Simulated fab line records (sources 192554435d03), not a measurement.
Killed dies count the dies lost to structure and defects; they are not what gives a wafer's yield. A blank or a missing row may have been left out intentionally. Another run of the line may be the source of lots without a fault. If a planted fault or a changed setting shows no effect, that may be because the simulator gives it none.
Split-lot study + flow n5 finfet + 21 wafers read across 7 lots, on a route 1938 steps long

SPLIT DETAILS
At N5_BEOL_M7_DESCUM_33 (chemistry O2, time 7 s), the setting time s was moved away from the recipe's 7 s on 2 of the 21 wafers read, by -10.2% to +14.1%. The other wafers ran this setting at the recipe's value.

Split to reading: the file shows no intervening step.

THE READING
CAR-EUV_of_BEOL_M7_COAT_22.thk nm (the simulator's own value, which no gauge read), in nm, at N5_BEOL_M7_ETCH_72 (etches underlayer in N2/H2, target depth 6.5 nm, time 5.2 s). The file does not state a usual value for it. Here, 19 wafers ran the recipe; their average is 20.5 nm with a standard deviation of 0.13 nm.

| wafer  | tool, chamber at the split | time s as run, s | against the recipe | CAR-EUV_of_BEOL_M7_COAT_22.thk nm, nm | against lot-mates on the recipe |
|--------|----------------------------|------------------|--------------------|---------------------------------------|---------------------------------|
| L075.2 | rie diel-01, 2             | 7                | recipe             | 20.6                                  | -                               |
| L075.3 | rie diel-01, 2             | 7                | recipe             | 20.6                                  | -                               |
| L075.5 | rie diel-01, 2             | 7                | recipe             | 20.4                                  | -                               |
| L085.1 | rie diel-03, 2,0           | 7                | recipe             | 20.2                                  | -                               |
| L085.4 | rie diel-03, 1             | 7                | recipe             | 20.2                                  | -                               |
| L085.6 | rie diel-03, 2,0           | 7                | recipe             | 20.4                                  | -                               |
| L084.3 | rie diel-01, 1,3           | 7                | recipe             | 20.4                                  | -                               |
| L084.5 | rie diel-01, 1,3           | 7                | recipe             | 20.4                                  | -                               |
| L084.6 | rie diel-01, 2             | 7                | recipe             | 20.4                                  | -                               |
| L090.3 | rie diel-04, 2             | 7                | recipe             | 20.6                                  | -                               |
| L090.4 | rie diel-04, 0             | 7                | recipe             | 20.4                                  | -                               |
| L090.5 | rie diel-04, 0             | 7                | recipe             | 20.4                                  | -                               |
| L096.2 | rie diel-01, 1             | 7                | recipe             | 20.6                                  | -                               |
| L096.3 | rie diel-01, 0             | 7                | recipe             | 20.6                                  | -                               |
| L096.5 | rie diel-01, 0             | 7                | recipe             | 20.4                                  | -                               |
| L093.3 | rie diel-01, 0             | 7.986            | +14.1%             | 20                                    | -0.6                            |
| L093.4 | rie diel-01, 1             | 7                | recipe             | 20.6                                  | -                               |
| L093.5 | rie diel-01, 3             | 7                | recipe             | 20.6                                  | -                               |
| L092.1 | rie diel-01, 2             | 7                | recipe             | 20.4                                  | -                               |
| L092.3 | rie diel-01, 0             | 7                | recipe             | 20.4                                  | -                               |
| L092.4 | rie diel-01, 3             | 6.283            | -10.2%             | 20.8                                  | +0.4                            |
Where a row lists several chambers, the file gives one row for several wafers and doesn't say which wafer went through which chamber.

THE FIT
A straight line over all 21 wafers: CAR-EUV_of_BEOL_M7_COAT_22.thk nm changes by -0.0328 nm for each +1% of time s; r = -0.72; the points scatter about the line by 0.13 nm.
The same after taking each lot's own level away (the mean of its wafers on the recipe; 21 wafers): -0.0413 nm for each +1%; r = -0.91; scatter 0.075 nm.
The reading moves by 0.58 nm for the largest change in time s, on that fit.
Across the lots, their own levels run from 20.27 to 20.60 nm, a range of 2.6 times the standard deviation given above.
So the lot-to-lot level blurs the effect unless lot-mates are compared.
Check: for one of the wafers moved furthest among these (+14.1%), held out of the fit, the line's prediction against its lot-mates is -0.55 nm. Against them it came out at -0.6 nm.

ADDITIONAL SPLITS CARRIED BY THESE WAFERS
Note: prior to the reading, these wafers also went through further splits. Each is held against what the fit with the lots' levels taken away leaves over:
| other split on the same wafers | wafers away from the commonest value | r with CAR-EUV_of_BEOL_M7_COAT_22.thk nm (lot level and that fit taken away) |
|--------------------------------|--------------------------------------|------------------------------------------------------------------------------|
| N5_BEOL_M7_EXPOSE_25 dose mj   | 9                                    | -0.14                                                                        |

FILE'S OWN FIT
CAR-EUV_of_BEOL_M7_COAT_22.thk nm changes by -0.0414 nm for each +1% of time s, r = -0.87.
